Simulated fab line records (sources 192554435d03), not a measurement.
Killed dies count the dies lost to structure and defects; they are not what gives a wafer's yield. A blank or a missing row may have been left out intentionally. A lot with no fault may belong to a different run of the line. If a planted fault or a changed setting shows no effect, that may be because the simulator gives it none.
Which tool is to blame? + flow n5_finfet + 11 lots, 30 wafers sampled, at 1 step of a route of 1938

WHAT THE GAUGES SHOWED, per wafer
N5_MIM_TOP_LITHO_INSPECT_12: inspects for defects (macro).
| lot  | measured     | on                | raw_defect_count |
|------|--------------|-------------------|------------------|
| L260 | day 12 08:41 | defect_inspect-02 | 1 0 3            |
| L261 | day 13 04:57 | defect_inspect-01 | 2 2 2            |
| L262 | day 13 12:44 | defect_inspect-01 | 0 1 4            |
| L263 | day 13 13:39 | defect_inspect-01 | 4 1 2            |
| L267 | day 14 10:34 | defect_inspect-02 | 2 0 2            |
| L266 | day 14 23:50 | defect_inspect-02 | 5 2 2            |
| L270 | day 15 00:15 | defect_inspect-02 | 0 2              |
| L271 | day 15 04:38 | defect_inspect-01 | 3 3 1            |
| L272 | day 16 00:23 | defect_inspect-02 | 0 0              |
| L274 | day 16 05:05 | defect_inspect-01 | 0 1              |
| L278 | day 16 23:26 | defect_inspect-01 | 0 0 0            |

EACH LOT AND THE TOOL THAT RAN IT (in order: tool; ch and the chambers of the sampled wafers; start)
Record: no process step prior to these readings.

AS READ BY THE TOOLS THEMSELVES (means over the sampled wafers that have a number; for cases with no such wafer, the mark the record gives instead)
The record holds no such reading with a usual standard deviation.

THE ANSWER, worked out from the rows above alone
Rule: what is usual is taken from the lots themselves. Put in order of their means at a reading, lots are off if they are a third of the lots or fewer, leave a main group of 4 or more, and stand apart from it by a gap of 3 or more times the standard deviation of the main group's means; of several such gaps the widest counts. The tables above print the reading to a certain number of digits; a main group whose means all agree to those digits is not used. A lot without any number at a reading at which 4 lots or more have one is off too. Where the step has rows for the other lots, those lots are counted as sound. The gauges are gone through in route order, then the tools' own readings, and for those a lot's mean is taken as printed above. The first step at which some lot is off is used, and at that step the reading that is off furthest; a lot without a number counts as furthest.
No lot is off on any of the readings shown, so nothing can be concluded from this.

WHAT WAS PUT IN BY THE SIMULATOR
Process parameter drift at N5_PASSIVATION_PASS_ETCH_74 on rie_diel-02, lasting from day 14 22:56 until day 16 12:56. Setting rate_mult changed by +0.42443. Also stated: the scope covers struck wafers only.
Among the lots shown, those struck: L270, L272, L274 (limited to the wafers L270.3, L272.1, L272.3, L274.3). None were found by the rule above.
